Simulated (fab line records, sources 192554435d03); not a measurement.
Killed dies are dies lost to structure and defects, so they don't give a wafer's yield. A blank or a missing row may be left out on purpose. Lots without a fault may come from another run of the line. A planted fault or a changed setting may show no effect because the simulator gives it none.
Split-lot experiment | flow n5_finfet | 7 lots, 21 wafers read, on a route of 1938 steps

THE SPLIT
At N5_BEOL_M5_TRENCH_ETCH_37 (etches SiCOH lowk in C4F6/O2, target depth 71.652 nm, time 24.7 s), the setting time_s was moved away from the recipe's 24.7 s on 4 of the 21 wafers read, by -20.7% to -5.7%. The other wafers ran this setting at the recipe's value.

FROM THE SPLIT TO THE READING: what the file shows between them, 13 steps
- N5_BEOL_M5_ETCH_41: etches SiCN in CH3F/O2, target depth 31.5 nm, time 56.7 s (also split here: source_w)
- N5_BEOL_M5_STRIP_91: strips in N2/H2, time 10 s
- N5_BEOL_M5_OCD_MEAS_38
- N5_BEOL_M5_HM_STRIP_39: strips TiN in peroxide tin strip, target depth 25 nm, time 158 s
- N5_BEOL_M5_SRD_40: time 30 s
- N5_BEOL_M5_ECD_50: material Cu, target thk 300 nm
- N5_BEOL_M5_ANNEAL_51: time 90 s
- N5_BEOL_M5_CMP_52: polishes, stops on SiCOH lowk, t overpolish 6.9 s, target thk 62 nm
- N5_BEOL_M5_THK_MEAS_53: measures by xrf
- N5_BEOL_M5_PRE_CLEAN_77: time 15 s
- N5_BEOL_M5_CO_CAP_78: material Co, precursor CCTBA/H2, target thk 2 nm, time 102.1 s
- N5_BEOL_M5_PRE_CLEAN_55: time 15 s
- N5_BEOL_M5_DEP_56: deposits SiCN from 3MS/NH3, target thk 8 nm, time 14 s

THE READING
M5_RS, in ohm/sq, at N5_BEOL_M5_RS_MEAS_57 (measures by four-point-probe). Fault-free wafers of this fab line usually give 0.391 ohm/sq, standard deviation 0.017 ohm/sq.

wafer  | tool, chamber at the split | time_s as run, s | against the recipe | M5_RS, ohm/sq | against lot-mates on the recipe
L074.1 | rie_diel-02, 0             | 23.28            | -5.7%              | 0.430         | +0.036
L074.3 | rie_diel-02, 2             | 23.28            | -5.7%              | 0.458         | +0.064
L074.5 | rie_diel-02, 1             | 24.7             | recipe             | 0.394         | -
L077.1 | rie_diel-05, 3             | 24.7             | recipe             | 0.403         | -
L077.2 | rie_diel-05, 1             | 24.7             | recipe             | 0.402         | -
L077.4 | rie_diel-05, 0             | 24.7             | recipe             | 0.399         | -
L076.1 | rie_diel-02, 2             | 24.7             | recipe             | 0.393         | -
L076.4 | rie_diel-02, 3             | 24.7             | recipe             | 0.415         | -
L076.6 | rie_diel-02, 2             | 24.7             | recipe             | 0.401         | -
L079.1 | rie_diel-05, 3             | 19.59            | -20.7%             | 0.572         | +0.166
L079.2 | rie_diel-05, 2             | 24.7             | recipe             | 0.397         | -
L079.6 | rie_diel-05, 3             | 24.7             | recipe             | 0.414         | -
L083.1 | rie_diel-05, 3             | 24.7             | recipe             | 0.419         | -
L083.2 | rie_diel-05, 2             | 24.7             | recipe             | 0.402         | -
L083.5 | rie_diel-05, 0             | 24.7             | recipe             | 0.408         | -
L086.2 | rie_diel-02, 3             | 24.7             | recipe             | 0.416         | -
L086.3 | rie_diel-02, 0             | 24.7             | recipe             | 0.432         | -
L086.6 | rie_diel-02, 1             | 24.7             | recipe             | 0.406         | -
L087.1 | rie_diel-05, 1             | 24.7             | recipe             | 0.383         | -
L087.3 | rie_diel-05, 2             | 24.7             | recipe             | 0.387         | -
L087.6 | rie_diel-05, 1             | 20.33            | -17.7%             | 0.489         | +0.104

THE FIT
A straight line over all 21 wafers: M5_RS changes by -0.00674 ohm/sq for each +1% of time_s; r = -0.93; the points scatter about the line by 0.016 ohm/sq.
The same after taking each lot's own level away (the mean of its wafers on the recipe; 21 wafers): -0.00723 ohm/sq for each +1%; r = -0.97; scatter 0.011 ohm/sq.
On that fit, the largest move of time_s shifts the reading by 0.15 ohm/sq.
The lots' own levels span 0.3850 to 0.4180 ohm/sq, that is 1.9 times the standard deviation above.
So the lot-to-lot level changes the slope little: the two slopes agree.
Check: with one of the wafers moved furthest among these (-20.7%) left out of the fit, the line predicts +0.131 ohm/sq for it against its lot-mates. It came out at +0.166 ohm/sq against them.

OTHER SPLITS ON THESE WAFERS
These wafers also went through other splits before the reading. Each is held against what the fit with the lots' levels taken away leaves over:
other split on the same wafers | wafers away from the commonest value | r with M5_RS (lot level and that fit taken away)
N5_BEOL_M5_EXPOSE_08 dose_mj   | 5                                    | +0.11
N5_BEOL_M5_ETCH_41 source_w    | 10                                   | +0.16

THE WHOLE CHAIN: every reading that the file lists as answering this split, in the file's order
step                      | what it does                                                        | reading                                                                      | change (the file's fit)               | r (the file's)
N5_BEOL_M5_TRENCH_ETCH_37 | etches SiCOH lowk in C4F6/O2, target depth 71.652 nm, time 24.7 s   | BEOL_M5.feature_depth_nm (the simulator's own value, which no gauge read)    | +0.712 nm for each +1% of the setting | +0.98
N5_BEOL_M5_TRENCH_ETCH_37 | etches SiCOH lowk in C4F6/O2, target depth 71.652 nm, time 24.7 s   | etch.depth_nm (the simulator's own value, which no gauge read)               | +0.709 nm for each +1% of the setting | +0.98
N5_BEOL_M5_OCD_MEAS_38    |                                                                     | trench_depth_nm                                                              | +0.723 nm for each +1% of the setting | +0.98
N5_BEOL_M5_CMP_52         | polishes, stops on SiCOH lowk, t overpolish 6.9 s, target thk 62 nm | Cu_of_BEOL_M5_ECD_50.thk_nm (the simulator's own value, which no gauge read) | +0.676 nm for each +1% of the setting | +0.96
N5_BEOL_M5_THK_MEAS_53    | measures by xrf                                                     | M5_THK                                                                       | +0.692 for each +1% of the setting    | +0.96
N5_BEOL_M5_RS_MEAS_57     | measures by four-point-probe                                        | M5_RS                                                                        | -0.00719 for each +1% of the setting  | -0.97

THE FILE'S OWN FIT
M5_RS changes by -0.00719 ohm/sq for each +1% of time_s, r = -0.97.
